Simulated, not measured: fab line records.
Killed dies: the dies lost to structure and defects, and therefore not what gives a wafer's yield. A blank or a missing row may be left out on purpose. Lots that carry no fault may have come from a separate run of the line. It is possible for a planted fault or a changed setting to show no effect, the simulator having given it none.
Lot-split experiment / flow n5Finfet / 7 lots, 21 wafers read, on a route of 1938 steps

## ABOUT THE SPLIT
At N5_BEOL_M3_COAT_05 (resist thk 30 nm), the setting spinRpm was moved away from the recipe's 1500 rpm on 3 of the 21 wafers read, by -8.5% to -5.6%. The other wafers ran this setting at the recipe's value.

## FROM THE SPLIT TO THE READING: what the file shows between them, 5 steps
- N5_BEOL_M3_EBR_07
- N5_BEOL_M3_SOFTBAKE_06: time 60 s
- N5_BEOL_M3_EXPOSE_08: exposes mask M3
- N5_BEOL_M3_PEB_09: peb time 60 s
- N5_BEOL_M3_DEVELOP_10: develop time 30 s

## THE READING
CAR-EUV_of_BEOL_M3_COAT_05.thkNm (the simulator's own value, which no gauge read), in nm, at N5_BEOL_M3_DESCUM_16 (chemistry O2, time 7 s). The file gives no usual value for it. Across the 18 wafers here that went through the recipe, the average is 26.1 nm and the standard deviation 0.09 nm.

wafer=L075.2; tool, chamber at the split=lithoTrack-02, 0; spinRpm as run, rpm=1500; against the recipe=recipe; CAR-EUV_of_BEOL_M3_COAT_05.thkNm, nm=26; against lot-mates on the recipe=-
wafer=L075.3; tool, chamber at the split=lithoTrack-02, 0; spinRpm as run, rpm=1500; against the recipe=recipe; CAR-EUV_of_BEOL_M3_COAT_05.thkNm, nm=26; against lot-mates on the recipe=-
wafer=L075.4; tool, chamber at the split=lithoTrack-02, 0; spinRpm as run, rpm=1500; against the recipe=recipe; CAR-EUV_of_BEOL_M3_COAT_05.thkNm, nm=26.2; against lot-mates on the recipe=-
wafer=L077.3; tool, chamber at the split=lithoTrack-04, 0; spinRpm as run, rpm=1500; against the recipe=recipe; CAR-EUV_of_BEOL_M3_COAT_05.thkNm, nm=26; against lot-mates on the recipe=-
wafer=L077.4; tool, chamber at the split=lithoTrack-04, 0; spinRpm as run, rpm=1500; against the recipe=recipe; CAR-EUV_of_BEOL_M3_COAT_05.thkNm, nm=26; against lot-mates on the recipe=-
wafer=L077.6; tool, chamber at the split=lithoTrack-04, 0; spinRpm as run, rpm=1500; against the recipe=recipe; CAR-EUV_of_BEOL_M3_COAT_05.thkNm, nm=26; against lot-mates on the recipe=-
wafer=L080.3; tool, chamber at the split=lithoTrack-04, 0; spinRpm as run, rpm=1500; against the recipe=recipe; CAR-EUV_of_BEOL_M3_COAT_05.thkNm, nm=26.2; against lot-mates on the recipe=-
wafer=L080.4; tool, chamber at the split=lithoTrack-04, 0; spinRpm as run, rpm=1500; against the recipe=recipe; CAR-EUV_of_BEOL_M3_COAT_05.thkNm, nm=26.2; against lot-mates on the recipe=-
wafer=L080.6; tool, chamber at the split=lithoTrack-04, 0; spinRpm as run, rpm=1372; against the recipe=-8.5%; CAR-EUV_of_BEOL_M3_COAT_05.thkNm, nm=27.6; against lot-mates on the recipe=+1.4
wafer=L084.1; tool, chamber at the split=lithoTrack-02, 0; spinRpm as run, rpm=1500; against the recipe=recipe; CAR-EUV_of_BEOL_M3_COAT_05.thkNm, nm=26; against lot-mates on the recipe=-
wafer=L084.3; tool, chamber at the split=lithoTrack-02, 0; spinRpm as run, rpm=1500; against the recipe=recipe; CAR-EUV_of_BEOL_M3_COAT_05.thkNm, nm=26; against lot-mates on the recipe=-
wafer=L084.5; tool, chamber at the split=lithoTrack-02, 0; spinRpm as run, rpm=1500; against the recipe=recipe; CAR-EUV_of_BEOL_M3_COAT_05.thkNm, nm=26.2; against lot-mates on the recipe=-
wafer=L092.1; tool, chamber at the split=lithoTrack-05, 0; spinRpm as run, rpm=1500; against the recipe=recipe; CAR-EUV_of_BEOL_M3_COAT_05.thkNm, nm=26; against lot-mates on the recipe=-
wafer=L092.3; tool, chamber at the split=lithoTrack-05, 0; spinRpm as run, rpm=1500; against the recipe=recipe; CAR-EUV_of_BEOL_M3_COAT_05.thkNm, nm=26; against lot-mates on the recipe=-
wafer=L092.6; tool, chamber at the split=lithoTrack-05, 0; spinRpm as run, rpm=1500; against the recipe=recipe; CAR-EUV_of_BEOL_M3_COAT_05.thkNm, nm=26; against lot-mates on the recipe=-
wafer=L095.1; tool, chamber at the split=lithoTrack-04, 0; spinRpm as run, rpm=1500; against the recipe=recipe; CAR-EUV_of_BEOL_M3_COAT_05.thkNm, nm=26; against lot-mates on the recipe=-
wafer=L095.6; tool, chamber at the split=lithoTrack-04, 0; spinRpm as run, rpm=1500; against the recipe=recipe; CAR-EUV_of_BEOL_M3_COAT_05.thkNm, nm=26; against lot-mates on the recipe=-
wafer=L095.3; tool, chamber at the split=lithoTrack-04, 0; spinRpm as run, rpm=1500; against the recipe=recipe; CAR-EUV_of_BEOL_M3_COAT_05.thkNm, nm=26.2; against lot-mates on the recipe=-
wafer=L096.2; tool, chamber at the split=lithoTrack-02, 0; spinRpm as run, rpm=1416; against the recipe=-5.6%; CAR-EUV_of_BEOL_M3_COAT_05.thkNm, nm=27; against lot-mates on the recipe=+1.0
wafer=L096.4; tool, chamber at the split=lithoTrack-02, 0; spinRpm as run, rpm=1416; against the recipe=-5.6%; CAR-EUV_of_BEOL_M3_COAT_05.thkNm, nm=27; against lot-mates on the recipe=+1.0
wafer=L096.3; tool, chamber at the split=lithoTrack-02, 0; spinRpm as run, rpm=1500; against the recipe=recipe; CAR-EUV_of_BEOL_M3_COAT_05.thkNm, nm=26; against lot-mates on the recipe=-

THE FIT
A straight line over all 21 wafers: CAR-EUV_of_BEOL_M3_COAT_05.thkNm changes by -0.175 nm for each +1% of spinRpm; r = -0.98; the points scatter about the line by 0.089 nm.
The same after taking each lot's own level away (the mean of its wafers on the recipe; 21 wafers): -0.171 nm for each +1%; r = -0.99; scatter 0.068 nm.
On that fit, the largest move of spinRpm shifts the reading by 1.5 nm.
Measured against the standard deviation above, the lots' own levels, which go from 26.00 to 26.20 nm, span 2.2 times it.
The two slopes agree, so the slope changes little with the lot-to-lot level.
Check: with one of the wafers moved furthest among these (-8.5%) left out of the fit, the line predicts +1.52 nm for it against its lot-mates. Against them it came out at +1.4 nm.

## THESE WAFERS: OTHER SPLITS
Note: prior to the reading, these wafers also went through further splits. Each is held against what the fit with the lots' levels taken away leaves over:
other split on the same wafers=N5_BEOL_M0_SAQP_COAT_08 spinRpm; wafers away from the commonest value=8; r with CAR-EUV_of_BEOL_M3_COAT_05.thkNm (lot level and that fit taken away)=+0.25
other split on the same wafers=N5_BEOL_M0_SAQP_ETCH_106 targetDepthA; wafers away from the commonest value=9; r with CAR-EUV_of_BEOL_M3_COAT_05.thkNm (lot level and that fit taken away)=-0.03
other split on the same wafers=N5_BEOL_M0_SAQP_SPACER2_ALD_26 targetThkA; wafers away from the commonest value=8; r with CAR-EUV_of_BEOL_M3_COAT_05.thkNm (lot level and that fit taken away)=-0.07
other split on the same wafers=N5_BEOL_M0_SPUTTER_132 timeS; wafers away from the commonest value=7; r with CAR-EUV_of_BEOL_M3_COAT_05.thkNm (lot level and that fit taken away)=+0.10
other split on the same wafers=N5_BEOL_M1_SPUTTER_90 timeS; wafers away from the commonest value=7; r with CAR-EUV_of_BEOL_M3_COAT_05.thkNm (lot level and that fit taken away)=-0.10
other split on the same wafers=N5_BEOL_M2_DESCUM_16 timeS; wafers away from the commonest value=6; r with CAR-EUV_of_BEOL_M3_COAT_05.thkNm (lot level and that fit taken away)=+0.01
other split on the same wafers=N5_BEOL_M2_ETCH_64 biasW; wafers away from the commonest value=9; r with CAR-EUV_of_BEOL_M3_COAT_05.thkNm (lot level and that fit taken away)=-0.09
other split on the same wafers=N5_BEOL_M3_PECVD_72 timeS; wafers away from the commonest value=5; r with CAR-EUV_of_BEOL_M3_COAT_05.thkNm (lot level and that fit taken away)=+0.04

## THE WHOLE CHAIN: every reading that the file lists as answering this split, in the file's order
step=N5_BEOL_M3_COAT_05; what it does=resist thk 30 nm; reading=CAR-EUV_of_BEOL_M3_COAT_05.thkNm (the simulator's own value, which no gauge read); change (the file's fit)=-0.155 nm for each +1% of the setting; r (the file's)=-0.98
step=N5_BEOL_M3_DEVELOP_10; what it does=develop time 30 s; reading=CAR-EUV_of_BEOL_M3_COAT_05.thkNm (the simulator's own value, which no gauge read); change (the file's fit)=-0.158 nm for each +1% of the setting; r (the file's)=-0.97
step=N5_BEOL_M3_DESCUM_16; what it does=chemistry O2, time 7 s; reading=CAR-EUV_of_BEOL_M3_COAT_05.thkNm (the simulator's own value, which no gauge read); change (the file's fit)=-0.168 nm for each +1% of the setting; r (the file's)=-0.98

## THE FILE'S OWN FIT
CAR-EUV_of_BEOL_M3_COAT_05.thkNm changes by -0.168 nm for each +1% of spinRpm, r = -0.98.
